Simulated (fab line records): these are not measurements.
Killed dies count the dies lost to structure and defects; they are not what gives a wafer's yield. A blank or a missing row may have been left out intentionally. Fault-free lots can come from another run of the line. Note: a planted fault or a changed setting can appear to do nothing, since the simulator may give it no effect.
fab line records	flow n5Finfet	part 1 of 2: steps 1 to 24 of 39
[record] lots = 5	wafers = 15	lastDay = 17
route steps=1938 shown BEOL_M12@1652 BEOL_M13@1659
lots that met no fault: taken from a fault-free run of the same line
startH: start of the lot's first displayed wafer, in hours after the record's first day	waitH: hours elapsed since this lot's preceding step	" unchanged from the row above	L1.1+2: a single row standing in for several wafers	- no value, or no start was given	* or withheld: withheld	< > ~ a bound
route shown NAME@n: names a module that has steps shown in the file, with the first one's number in the route	usual: the fault-free wafers' mean and standard deviation	same: alike in all rows	chamber/n: place in a boat	sites: each site's reading	_std_site: the standard deviation of these	_edge_site: outer sites' mean less inner sites'	radiusMm: how far each site lies from the wafer's centre	mask NAME#n: copy n	behind: the tool/chamber that last shaped the wafer	hold: cause of the lot's hold/its duration in hours/its outcome	device: the transistor (n, p or np) that didn't switch	end of line: the same wafers' tests at the end of the route	where a step has no rows: the recipe by itself	killed: dies lost to structure and defects at the first sort, not the wafer's yield	map: per-die view of a wafer (x killed, . not killed, _ where there is no die)
set.NAME: the run value of the setting; set.NAME@STEP: its run value at that earlier step	model.NAME: the simulator's own value behind a step, which no gauge read
a table for each step, a row for each wafer; lots at some steps of the route
services: the hour from which a tool's chamber was out of use, counted from the record's first day as startH (under 0 if before that day), plus the number of hours and why
[[steps]]
[step N5_BEOL_M12_ANNEAL_48]
[recipe] tempC = 225	timeS = 90	ambient = N2
[usual] annealTempCMax = 226.0/0.41	wafer_temp_C_max = 226.3/0.35
lot.wafer	tool	chamber	startH	waitH	annealTempCMax	wafer_temp_C_max
L076.1	rtpAnneal-02	0	239.75	0.2	225.9	226.3
L076.4	"	0	"	"	226.5	226.3
L076.6	"	0	"	"	226.4	226.7
L089.1	rtpAnneal-02	0	328.93	0.1	226.6	226.3
L089.2	"	0	"	"	226.8	226.6
L089.6	"	0	"	"	226.4	226.5
L092.1	rtpAnneal-01	0	350.45	0.1	225.5	225.8
L092.3	"	0	"	"	225.6	226.3
L092.4	"	0	"	"	225.4	225.9
L091.2	rtpAnneal-02	0	356.60	0.1	227.1	226.4
L091.4	"	0	"	"	226.1	226.9
L091.5	"	0	"	"	226.1	226.3
L094.4	rtpAnneal-01	0	377.75	0.2	225.9	226.0
L094.5	"	0	"	"	225.6	226.2
L094.6	"	0	"	"	225.9	225.9
[step N5_BEOL_M12_CMP_49]
[recipe] stopOn = SiOC	tOverpolishS = 20.6	downForcePsi = 1	platenRpm = 50	clearingPlatenDownForcePsi = 1.5	clearingPlatenRpm = 50	postCmpClean = cuAlkaline	targetThkNm = 320	clearingPlatenPadVelocityMS = 0.99484	padVelocityMS = 0.99484
[usual] barrierFieldEndpointS = 30.2/0.74	motorCurrentA = 5.9/0.56	overpolishRunS = 20.598/0.0083
lot.wafer	tool	chamber	startH	waitH	barrierFieldEndpointS	motorCurrentA	overpolishRunS
L076.1	cmp-02	3	240.09	0.3	30.8	5.4	20.600
L076.4	"	0	"	"	30.8	5.0	20.605
L076.6	"	2	"	"	30.4	6.0	20.605
L089.1	cmp-01	3	329.24	0.3	29.5	5.1	20.596
L089.2	"	0	"	"	28.9	6.5	20.602
L089.6	"	0	"	"	29.5	6.1	20.607
L092.4	cmp-01	1	350.78	0.2	29.4	6.6	20.591
L092.1	"	2	"	"	29.7	5.9	20.595
L092.3	"	3	"	"	28.9	5.2	20.617
L091.2	cmp-04	2	356.89	0.2	30.0	5.6	20.604
L091.4	"	0	"	"	30.1	6.1	20.598
L091.5	"	1	"	"	28.5	5.8	20.594
L094.4	cmp-01	2	377.99	0.2	29.7	6.4	20.597
L094.6	"	0	"	"	29.6	6.8	20.614
L094.5	"	1	"	"	30.0	6.6	20.597
[step N5_BEOL_M12_THK_MEAS_50]
[recipe] thkMeasGauge = xrf	reads = Cu_of_BEOL_M12_ECD_47
[usual] M12_THK = 325/4.8
lot.wafer	tool	chamber	startH	waitH	M12_THK[nm]
L076.1	filmMetro-02	-	240.34	-	328
L076.4	"	-	"	"	328
L076.6	"	-	"	"	325
L089.1	filmMetro-01	-	329.53	-	323
L089.2	"	-	"	"	322
L089.6	"	-	"	"	328
L092.1	filmMetro-02	-	351.04	-	325
L092.3	"	-	"	"	320
L092.4	"	-	"	"	322
L091.2	filmMetro-01	-	357.15	-	327
L091.4	"	-	"	"	329
L091.5	"	-	"	"	328
L094.4	filmMetro-02	-	378.21	-	311
L094.5	"	-	"	"	326
L094.6	"	-	"	"	308
[step N5_BEOL_M12_PRE_CLEAN_52]
[recipe] gas = NH3	timeS = 15	tempC = withheld	rfPowerW = 300
lot.wafer	tool	chamber	startH	waitH
L076.1+4+6	pecvd-01	2,0,1	240.38	0.0
L089.1+2+6	pecvd-04	2,1,2	329.57	0.0
L092.1+3+4	pecvd-04	0,1,2	351.08	0.0
L091.2+4+5	pecvd-02	2,0,2	357.19	0.0
L094.4+5+6	pecvd-04	1,0,2	378.26	0.0
[step N5_BEOL_M12_DEP_53]
[recipe] material = SiCN	targetThkA = 300	tempC = withheld	precursor = 3MS/NH3	pressureTorr = 3	rfW = 675	timeS = 10.5
[usual] showerheadPlenumPTorr = 4.156/0.021	throttleValvePct = 18.1/0.57
lot.wafer	tool	chamber	startH	waitH	showerheadPlenumPTorr	throttleValvePct
L076.1	pecvd-01	2	240.40	0.0	4.157	18.0
L076.4	"	0	"	"	4.137	17.0
L076.6	"	1	"	"	4.167	18.2
L089.1	pecvd-04	2	329.61	0.0	4.159	17.7
L089.2	"	1	"	"	4.184	18.3
L089.6	"	2	"	"	4.153	17.8
L092.1	pecvd-04	0	351.10	0.0	4.177	17.9
L092.3	"	1	"	"	4.185	18.6
L092.4	"	2	"	"	4.166	17.8
L091.2	pecvd-02	2	357.21	0.0	4.108	17.4
L091.4	"	0	"	"	4.169	17.6
L091.5	"	2	"	"	4.106	17.5
L094.4	pecvd-04	1	378.29	0.0	4.174	18.5
L094.5	"	0	"	"	4.178	18.2
L094.6	"	2	"	"	4.150	18.1
[step N5_BEOL_M12_RS_MEAS_54]
[recipe] thkMeasGauge = four-point-probe	reads = Cu_of_BEOL_M12_ECD_47+Ta_of_BEOL_M12_SPUTTER_44+TaN_of_BEOL_M12_SPUTTER_43
[usual] M12_RS = 0.0603/0.00086
lot.wafer	tool	chamber	startH	waitH	M12_RS[ohm/sq]
L076.1	filmMetro-02	-	240.47	0.0	0.0596
L076.4	"	-	"	"	0.0599
L076.6	"	-	"	"	0.0603
L089.1	filmMetro-01	-	329.69	0.1	0.0605
L089.2	"	-	"	"	0.0606
L089.6	"	-	"	"	0.0597
L092.1	filmMetro-02	-	351.17	0.0	0.0596
L092.3	"	-	"	"	0.0604
L092.4	"	-	"	"	0.0604
L091.2	filmMetro-01	-	357.27	0.0	0.0605
L091.4	"	-	"	"	0.0603
L091.5	"	-	"	"	0.0602
L094.4	filmMetro-02	-	378.34	0.0	0.0626
L094.5	"	-	"	"	0.0593
L094.6	"	-	"	"	0.0628
[step N5_BEOL_M12_INSPECT_55]
[recipe] inspectInstrument = darkfield	mode = postDep
[usual] rawDefectCount = 77/27
lot.wafer	tool	chamber	startH	waitH	rawDefectCount
L076.1	defectInspect-02	-	240.49	0.0	70
L076.4	"	-	"	"	68
L076.6	"	-	"	"	69
L089.1	defectInspect-01	-	329.71	0.0	68
L089.2	"	-	"	"	105
L089.6	"	-	"	"	77
L092.1	defectInspect-02	-	351.19	0.0	42
L092.3	"	-	"	"	82
L092.4	"	-	"	"	47
L091.2	defectInspect-02	-	357.38	0.1	67
L091.4	"	-	"	"	67
L091.5	"	-	"	"	78
L094.4	defectInspect-02	-	378.37	0.0	124
L094.5	"	-	"	"	65
L094.6	"	-	"	"	91
[step N5_BEOL_M13_ILD_DEP_00]
[recipe] material = SiOC	targetThkA = 8379.2	tempC = 350	precursor = DEMS/O2	pressureTorr = 5	rfW = 500	timeS = 166.4
[usual] heaterPowerW = 433/77	showerheadPlenumPTorr = 5.689/0.013	throttleValvePct = 12.0/0.56
lot.wafer	tool	chamber	startH	waitH	heaterPowerW	showerheadPlenumPTorr	throttleValvePct
L076.1	pecvd-01	0	240.53	0.0	406	5.677	11.1
L076.4	"	0	"	"	442	5.676	11.3
L076.6	"	1	"	"	345	5.693	12.4
L089.1	pecvd-03	0	329.75	0.0	416	5.683	13.1
L089.2	"	2	"	"	556	5.692	11.5
L089.6	"	0	"	"	445	5.687	13.3
L092.1	pecvd-02	1	351.23	0.0	469	5.697	12.4
L092.3	"	0	"	"	445	5.692	11.4
L092.4	"	0	"	"	362	5.697	11.5
L091.2	pecvd-01	2	357.42	0.0	392	5.708	11.7
L091.4	"	1	"	"	396	5.689	12.2
L091.5	"	0	"	"	472	5.690	11.4
L094.4	pecvd-03	1	378.46	0.1	431	5.694	12.4
L094.5	"	0	"	"	413	5.693	13.0
L094.6	"	2	"	"	667	5.680	11.8
[step N5_BEOL_M13_THK_MEAS_01]
[recipe] reads = SiOC_of_BEOL_M13_ILD_DEP_00
[usual] M13_ILD_THK = 838/10
lot.wafer	tool	chamber	startH	waitH	M13_ILD_THK[nm]
L076.1	filmMetro-01	-	240.68	0.1	844
L076.4	"	-	"	"	845
L076.6	"	-	"	"	847
L089.1	filmMetro-02	-	329.90	0.1	830
L089.2	"	-	"	"	823
L089.6	"	-	"	"	849
L092.1	filmMetro-02	-	351.38	0.1	837
L092.3	"	-	"	"	828
L092.4	"	-	"	"	854
L091.2	filmMetro-02	-	357.57	0.1	822
L091.4	"	-	"	"	848
L091.5	"	-	"	"	840
L094.4	filmMetro-01	-	378.55	0.0	832
L094.5	"	-	"	"	850
L094.6	"	-	"	"	845
[step N5_BEOL_M13_COAT_58]
[recipe] resist = BARC	tempC = 205	timeS = 60	spinRpm = 1500	resistThkNm = 89
lot.wafer	tool	chamber	startH	waitH
L076.1+4+6	lithoTrack-03	0	240.71	0.0
L089.1+2+6	lithoTrack-02	0	329.93	0.0
L092.1+3+4	lithoTrack-05	0	351.41	0.0
L091.2+4+5	lithoTrack-03	0	357.60	0.0
L094.4+5+6	lithoTrack-05	0	378.59	0.0
[step N5_BEOL_M13_COAT_04]
[recipe] spinRpm = 1625	resistThkNm = 400
lot.wafer	tool	chamber	startH	waitH
L076.1+4+6	lithoTrack-03	0	-	-
L089.1+2+6	lithoTrack-02	0	-	-
L092.1+3+4	lithoTrack-05	0	-	-
L091.2+4+5	lithoTrack-03	0	-	-
L094.4+5+6	lithoTrack-05	0	-	-
[step N5_BEOL_M13_EBR_06]
[recipe] solvent = PGMEA	ebrWidthMm = 1.5
lot.wafer	tool	chamber	startH	waitH
L076.1+4+6	lithoTrack-03	0	-	-
L089.1+2+6	lithoTrack-02	0	-	-
L092.1+3+4	lithoTrack-05	0	-	-
L091.2+4+5	lithoTrack-03	0	-	-
L094.4+5+6	lithoTrack-05	0	-	-
[step N5_BEOL_M13_SOFTBAKE_05]
[recipe] tempC = 130	timeS = 60
lot.wafer	tool	chamber	startH	waitH
L076.1+4+6	lithoTrack-03	0	-	-
L089.1+2+6	lithoTrack-02	0	-	-
L092.1+3+4	lithoTrack-05	0	-	-
L091.2+4+5	lithoTrack-03	0	-	-
L094.4+5+6	lithoTrack-05	0	-	-
[step N5_BEOL_M13_EXPOSE_07]
[recipe] maskId = V12	na = 0.93	sourceShape = conventional	sigmaOuter = 0.6	polarization = unpolarized	attpsmPhaseDeg = 180	doseMj = 24.8
[same] sigmaOuter = 0.6
lot.wafer	tool	chamber	startH	waitH	mask
L076.1+4+6	krfScanner-02	0	240.81	-	V12#0
L089.1+2+6	krfScanner-02	0	330.11	-	V12#0
L092.1+3+4	krfScanner-01	0	351.51	-	V12#0
L091.2+4+5	krfScanner-01	0	357.83	-	V12#0
L094.4+5+6	krfScanner-02	0	378.83	-	V12#0
[step N5_BEOL_M13_PEB_08]
[recipe] pebTempC = 130	pebTimeS = 90
lot.wafer	tool	chamber	startH	waitH
L076.1+4+6	lithoTrack-03	0	240.87	0.1
L089.1+2+6	lithoTrack-03	0	330.17	0.1
L092.1+3+4	lithoTrack-05	0	351.57	0.1
L091.2+4+5	lithoTrack-05	0	357.88	0.0
L094.4+5+6	lithoTrack-02	0	378.87	0.0
[step N5_BEOL_M13_DEVELOP_09]
[recipe] developTimeS = 45	rinseLiquid = diw	dry = airSpin	devTempC = 21
lot.wafer	tool	chamber	startH	waitH
L076.1+4+6	lithoTrack-03	0	-	-
L089.1+2+6	lithoTrack-03	0	-	-
L092.1+3+4	lithoTrack-05	0	-	-
L091.2+4+5	lithoTrack-05	0	-	-
L094.4+5+6	lithoTrack-02	0	-	-
[step N5_BEOL_M13_HARDBAKE_14]
[recipe] tempC = 130	timeS = 120
lot.wafer	tool	chamber	startH	waitH
L076.1+4+6	lithoTrack-03	0	-	-
L089.1+2+6	lithoTrack-03	0	-	-
L092.1+3+4	lithoTrack-05	0	-	-
L091.2+4+5	lithoTrack-05	0	-	-
L094.4+5+6	lithoTrack-02	0	-	-
[step N5_BEOL_M13_CD_MEAS_10]
[recipe] targetCdNm = 190	landingEnergyEv = 500	detector = seInlens	polarity = opening
[usual] cdNm = 189.3/0.98
[same] landingEnergyEv = 500
lot.wafer	tool	chamber	startH	waitH	cdNm
L076.1	cdSem-02	0	240.98	-	188.1
L076.4	"	0	"	"	188.5
L076.6	"	0	"	"	188.6
L089.1	cdSem-01	0	330.28	-	189.0
L089.2	"	0	"	"	189.1
L089.6	"	0	"	"	190.1
L092.1	cdSem-01	0	351.68	-	189.7
L092.3	"	0	"	"	189.5
L092.4	"	0	"	"	188.9
L091.2	cdSem-03	0	358.00	-	189.1
L091.4	"	0	"	"	189.1
L091.5	"	0	"	"	187.9
L094.4	cdSem-02	0	378.98	-	187.5
L094.5	"	0	"	"	187.7
L094.6	"	0	"	"	188.3
[step N5_BEOL_M13_OVL_MEAS_11]
[recipe] pointsPerWafer = 44
[usual] V12_OVL = -2/6.4
lot.wafer	tool	chamber	startH	waitH	V12_OVL[nm]
L076.1	overlay-02	0	241.01	0.0	-8
L076.4	"	0	"	"	-4
L076.6	"	0	"	"	-8
L089.1	overlay-01	0	330.32	0.0	5
L089.2	"	0	"	"	3
L089.6	"	0	"	"	1
L092.1	overlay-01	0	351.71	0.0	-4
L092.3	"	0	"	"	1
L092.4	"	0	"	"	6
L091.2	overlay-02	0	358.03	0.0	-3
L091.4	"	0	"	"	-1
L091.5	"	0	"	"	-8
L094.4	overlay-02	0	379.01	0.0	3
L094.5	"	0	"	"	3
L094.6	"	0	"	"	-5
[step N5_BEOL_M13_INSPECT_12]
[recipe] mode = adi	inspectInstrument = macro
[usual] rawDefectCount = 2.1/1.4
lot.wafer	tool	chamber	startH	waitH	rawDefectCount
L076.1	defectInspect-01	-	241.04	0.0	1
L076.4	"	-	"	"	1
L076.6	"	-	"	"	2
L089.1	defectInspect-01	-	330.34	0.0	3
L089.2	"	-	"	"	1
L089.6	"	-	"	"	2
L092.1	defectInspect-01	-	351.74	0.0	1
L092.3	"	-	"	"	2
L092.4	"	-	"	"	3
L091.2	defectInspect-01	-	358.05	0.0	1
L091.4	"	-	"	"	3
L091.5	"	-	"	"	0
L094.4	defectInspect-02	-	379.04	0.0	0
L094.5	"	-	"	"	1
L094.6	"	-	"	"	0
[step N5_BEOL_M13_DESCUM_15]
[recipe] chemistry = O2	timeS = 7.9	sourcePowerW = 50	biasPowerW = 20	pressureMtorr = 20	rfFrequencyHz = 2.712e+07	tempC = 40	o2FlowSccm = 225
[usual] drypumpMotorCurrentA = 5.5/0.39	oesProductAu = 0.80/0.084	rfVppV = 243.0/1.1	showerheadPlenumPTorr = 2.09/0.052	throttleValvePct = 20.42/0.2
lot.wafer	tool	chamber	startH	waitH	drypumpMotorCurrentA	oesProductAu	rfHoursCounterH	rfVppV	showerheadPlenumPTorr	throttleValvePct
L076.1	rieDiel-06	1	241.07	0.0	5.7	0.91	19	245.2	2.23	20.26
L076.4	"	0	"	"	5.4	0.71	220	241.4	2.07	20.69
L076.6	"	3	"	"	5.2	0.96	-	242.6	2.05	20.40
L089.1	rieDiel-03	3	330.42	0.1	5.4	0.72	187	242.3	2.07	20.68
L089.2	"	0	"	"	6.2	0.85	49	241.6	2.04	20.20
L089.6	"	3	"	"	5.4	0.72	-	242.7	2.07	20.68
L092.1	rieDiel-03	2	351.88	0.1	5.8	0.67	234	244.5	2.14	20.22
L092.3	"	3	"	"	5.4	0.72	195	243.0	2.06	20.68
L092.4	"	0	"	"	6.2	0.83	58	242.7	2.04	20.22
L091.2	rieDiel-03	1	358.09	0.0	5.1	0.77	133	243.4	2.10	20.30
L091.4	"	3	"	"	5.4	0.70	197	243.2	2.06	20.69
L091.5	"	3	"	"	5.4	0.72	-	243.3	2.06	20.69
L094.4	rieDiel-05	0	379.07	0.0	4.9	0.92	13	243.0	2.05	20.37
L094.5	"	0	"	"	4.9	0.93	-	241.2	2.05	20.39
L094.6	"	3	"	"	5.4	0.72	-	243.1	2.08	20.24
[step N5_BEOL_M13_ETCH_59]
[recipe] chemistry = N2/H2	target = BARC	targetDepthA = 890	overetchA = 267	timeS = 67.9	ionEnergyEv = 200	pressureMtorr = 30	sourceW = 840	biasW = 150	n2FlowSccm = 200	h2FlowSccm = 200
[usual] drypumpMotorCurrentA = 5.5/0.39	oesProductAu = 0.68/0.067	rfVppV = 523.7/2	showerheadPlenumPTorr = 2.53/0.063	throttleValvePct = 17.86/0.23
lot.wafer	tool	chamber	startH	waitH	drypumpMotorCurrentA	oesProductAu	rfHoursCounterH	rfVppV	showerheadPlenumPTorr	throttleValvePct
L076.1	rieDiel-06	1	241.11	0.0	5.7	0.78	19	528.4	2.70	17.69
L076.4	"	0	"	"	5.4	0.61	220	523.5	2.51	18.14
L076.6	"	3	"	"	5.1	0.80	-	522.9	2.48	17.71
L089.1	rieDiel-03	3	330.46	0.0	5.4	0.62	187	523.9	2.53	18.25
L089.2	"	0	"	"	6.2	0.73	49	521.6	2.48	17.61
L089.6	"	3	"	"	5.4	0.62	-	522.7	2.53	18.23
L092.1	rieDiel-03	2	351.91	0.0	5.8	0.58	234	526.0	2.60	17.70
L092.3	"	3	"	"	5.4	0.61	195	522.6	2.53	18.25
L092.4	"	0	"	"	6.2	0.72	58	521.0	2.48	17.62
L091.2	rieDiel-03	1	358.12	0.0	5.1	0.66	133	523.4	2.55	17.77
L091.4	"	3	"	"	5.4	0.61	197	523.2	2.53	18.24
L091.5	"	3	"	"	5.4	0.61	-	522.8	2.53	18.24
L094.4	rieDiel-05	0	379.10	0.0	4.9	0.79	13	521.7	2.50	17.79
L094.5	"	0	"	"	4.9	0.79	-	521.9	2.50	17.77
L094.6	"	3	"	"	5.4	0.62	-	521.9	2.52	17.69
[step N5_BEOL_M13_VIA_ETCH_16]
[recipe] chemistry = C4F8/O2/Ar	target = SiOC	pressureMtorr = 30	sourceW = 3000	biasW = 700	Ar_flow_sccm = 400	C4F8_flow_sccm = 15	O2_flow_sccm = 8	heInnerTorr = 15	heOuterTorr = 30	targetDepthA = 9217	timeS = withheld	ionEnergyEv = 250	ends = cleared
[usual] drypumpMotorCurrentA = 5.5/0.39	heInnerTorr = 14.998/0.027	oesProductAu = 0.72/0.076	rfVppV = 665.2/2.4	showerheadPlenumPTorr = 3.41/0.082	throttleValvePct = 24.22/0.21
lot.wafer	tool	chamber	startH	waitH	drypumpMotorCurrentA	heInnerTorr	oesProductAu	rfVppV	showerheadPlenumPTorr	throttleValvePct
L076.1	rieDiel-06	1	241.16	0.0	5.8	14.954	0.82	671.4	3.63	24.10
L076.4	"	0	"	"	5.4	15.039	0.64	666.5	3.39	24.46
L076.6	"	3	"	"	5.2	14.988	0.85	665.0	3.35	24.13
L089.1	rieDiel-03	3	330.51	0.0	5.4	14.986	0.66	664.2	3.40	24.55
L089.2	"	0	"	"	6.2	14.948	0.77	662.9	3.34	23.96
L089.6	"	3	"	"	5.5	14.996	0.65	665.3	3.40	24.52
L092.1	rieDiel-03	2	351.96	0.0	5.8	15.004	0.60	667.5	3.50	24.00
L092.3	"	3	"	"	5.5	14.996	0.65	665.4	3.39	24.55
L092.4	"	0	"	"	6.3	14.981	0.76	664.5	3.34	23.96
L091.2	rieDiel-03	1	358.17	0.0	5.1	15.033	0.69	665.9	3.43	24.09
L091.4	"	3	"	"	5.4	14.996	0.64	664.3	3.39	24.56
L091.5	"	3	"	"	5.4	14.989	0.64	663.6	3.39	24.55
L094.4	rieDiel-05	0	379.16	0.0	4.9	15.014	0.84	663.9	3.37	24.23
L094.5	"	0	"	"	4.9	15.001	0.83	663.1	3.36	24.21
L094.6	"	3	"	"	5.4	14.953	0.65	666.0	3.41	24.05
[step N5_BEOL_M13_STRIP_63]
[recipe] chemistry = N2/H2	powerW = 1000	tempC = 250	h2Frac = 0.65	overashFraction = 0.3	pressureMtorr = 1000	n2FlowSccm = 1750	h2FlowSccm = 3250
[usual] drypumpMotorCurrentA = 6.0/0.54	heaterPowerW = 324/32	oesProductAu = 0.674/0.0046	stripTimeToEndpointS = 27.8/1
lot.wafer	tool	chamber	startH	waitH	drypumpMotorCurrentA	heaterPowerW	oesProductAu	rfHoursCounterH	stripTimeToEndpointS
L076.1	plasmaAsher-01	1	241.40	-	5.6	374	0.671	124	27.6
L076.4	"	0	"	"	6.5	316	0.669	-	28.2
L076.6	"	0	"	"	6.6	315	0.675	-	27.0
L089.1	plasmaAsher-02	0	330.75	-	6.6	290	0.673	82	27.9
L089.2	"	1	"	"	5.4	302	0.679	82	28.3
L089.6	"	1	"	"	5.4	303	0.664	-	26.2
L092.1	plasmaAsher-01	1	352.20	-	5.6	371	0.670	144	28.6
L092.3	"	1	"	"	5.6	376	0.678	-	28.7
L092.4	"	0	"	"	6.5	310	0.667	-	26.2
L091.2	plasmaAsher-01	1	358.41	-	5.6	374	0.678	146	29.4
L091.4	"	0	"	"	6.6	321	0.671	-	27.4
L091.5	"	0	"	"	6.5	311	0.675	-	27.9
L094.4	plasmaAsher-02	0	379.41	-	6.6	293	0.672	-	28.1
L094.5	"	1	"	"	5.4	299	0.682	-	26.8
L094.6	"	0	"	"	6.6	296	0.675	-	27.3
